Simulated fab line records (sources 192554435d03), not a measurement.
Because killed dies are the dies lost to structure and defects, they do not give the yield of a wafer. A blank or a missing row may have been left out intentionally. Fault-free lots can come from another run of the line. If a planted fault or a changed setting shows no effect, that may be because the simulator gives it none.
A struck lot beside a sound one || flow n5_finfet || 34 steps out of a route of 1938
Sound: these wafers, L999.1, L999.4, L999.5. Wafers L103.1, L103.3, L103.6 were the ones struck. Last of all comes the cause.
Order at every step that has rows: each side's tool, ch and its chambers, its first start. Under that, the readings that differ: sound wafers || struck wafers || difference of the means || sigmas: that difference in standard deviations of wafers without a fault.
alike: readings with means less than 2 such deviations apart, plus words and numbers identical on both sides. not compared: withheld readings, readings lacking a value on some wafer, bounds such as >300 that could conceal the same value, and numbers that have no deviation in the record and whose values overlap.
The two part at a step that has a row with sigmas, a row that says differs or no value, or rows on one side only. When numbers do not overlap yet have no deviation, they are printed without sigmas and do not part them. A reading that every wafer of one side lacks parts them only if that side has two wafers or more.

first, 10 steps without rows for these wafers: N5_BEOL_M10_STRIP_36 (strips in N2/H2); N5_BEOL_M10_TRENCH_ETCH_37 (etches SiCOH lowk in C4F6/O2, target depth 148.83 nm, time 48 s); N5_BEOL_M10_ETCH_41 (etches SiCN in CH3F/O2, target depth 42.6 nm, time 86 s); N5_BEOL_M10_STRIP_77 (strips in N2/H2, time 10 s); N5_BEOL_M10_HM_STRIP_39 (strips TiN in peroxide tin strip, target depth 25 nm, time 158 s); N5_BEOL_M10_SRD_40 (time 30 s); N5_BEOL_M10_PRECLEAN_42 (cleans in residue remover, time 60 s); N5_BEOL_M10_SRD_43 (time 30 s); N5_BEOL_M10_CURE_72 (cures SiCOH lowk, time 120 s); N5_BEOL_M10_DEGAS_44 (time 60 s).
N5_BEOL_M10_PRE_CLEAN_45: time 30 s.
  sound: pvd_sputter-03 at day 13 17:12; struck: pvd_sputter-03 at day 15 03:01
  alike: heater_power_w
then, 22 steps without rows for these wafers: N5_BEOL_M10_ALD_74 (deposits TaN, target thk 2 nm, pulse time 2 s, purge time 3 s); N5_BEOL_M10_SURFACE_TREAT_76; N5_BEOL_M10_CVD_75 (deposits Co from CCTBA/H2, target thk 2 nm, time 138.9 s); N5_BEOL_M10_SPUTTER_48 (material Cu, target thk 12 nm, time 2 s); N5_BEOL_M10_ECD_50 (material Cu, target thk 318 nm); N5_BEOL_M10_ANNEAL_51 (time 90 s); N5_BEOL_M10_CMP_52 (polishes, stops on SiCOH lowk, t overpolish 7 s, target thk 140 nm); N5_BEOL_M10_PRE_CLEAN_55 (time 15 s); N5_BEOL_M10_DEP_56 (deposits SiCN from 3MS/NH3, target thk 15 nm, time 26.5 s); N5_BEOL_M11_ILD_DEP_00 (deposits SiCOH lowk from DEMS/porogen, target thk 308.51 nm, time 58 s); N5_BEOL_M11_CURE_71 (cures SiCOH lowk, time 240 s); N5_BEOL_M11_PECVD_70 (deposits SiO2 from TEOS/O2, target thk 20 nm, time 22.7 s); N5_BEOL_M11_HM_DEP_02 (deposits TiN, target thk 20 nm); N5_BEOL_M11_COAT_59 (time 60 s, resist thk 100 nm); N5_BEOL_M11_COAT_60 (time 60 s, resist thk 30 nm); N5_BEOL_M11_COAT_05 (resist thk 90 nm); N5_BEOL_M11_EBR_07; N5_BEOL_M11_SOFTBAKE_06 (time 60 s); N5_BEOL_M11_EXPOSE_08 (exposes mask M11); N5_BEOL_M11_PEB_09 (peb time 60 s); N5_BEOL_M11_DEVELOP_10 (develop time 30 s); N5_BEOL_M11_DESCUM_16 (chemistry O2, time 7.9 s).
-- the record jumps here: 2 days lie between the struck wafers' starts before and after (it left off in module BEOL_M11 and takes up again in module PASSIVATION, whose first step shown is number 1936 of the route) --
N5_PASSIVATION_PROBE_49:
  sound: prober-02 at day 15 23:36; struck: prober-02 at day 17 13:18
{"reading": "defect_limited_yield (%)", "sound": "92.4 90.8 90.2", "struck": "84.0 83.1 83.7", "difference": -7.5, "sigmas": -5}
{"reading": "killed_at_M4_up", "sound": "9 22 19", "struck": "114 108 112", "difference": "+95", "sigmas": "+16"}
{"reading": "killed_at_other", "sound": "6 5 5", "struck": "1 0 1", "difference": -5, "sigmas": -2}
{"reading": "killed_dies", "sound": "90 108 116", "struck": "189 199 192", "difference": "+89", "sigmas": "+6"}
{"reading": "sort_bin_5_function (%)", "sound": "3.6 5.3 5.3", "struck": "9.7 9.8 10.3", "difference": "+5.2", "sigmas": "+6"}
{"reading": "sort_n_pass", "sound": "1089 1072 1064", "struck": "991 981 988", "difference": -88, "sigmas": -3}
{"reading": "sort_yield_pct (%)", "sound": "92.3 90.8 90.2", "struck": "84.0 83.1 83.7", "difference": -7.5, "sigmas": -3}
  alike: killed_at_M0_to_M3, killed_at_contacts, killed_at_front_end, killed_open, killed_short, sort_bin_4_leakage, sort_bin_6_memory

WHERE THEY PART
Only at N5_PASSIVATION_PROBE_49, as far as this record shows.

WHY: what had been put in by the simulator
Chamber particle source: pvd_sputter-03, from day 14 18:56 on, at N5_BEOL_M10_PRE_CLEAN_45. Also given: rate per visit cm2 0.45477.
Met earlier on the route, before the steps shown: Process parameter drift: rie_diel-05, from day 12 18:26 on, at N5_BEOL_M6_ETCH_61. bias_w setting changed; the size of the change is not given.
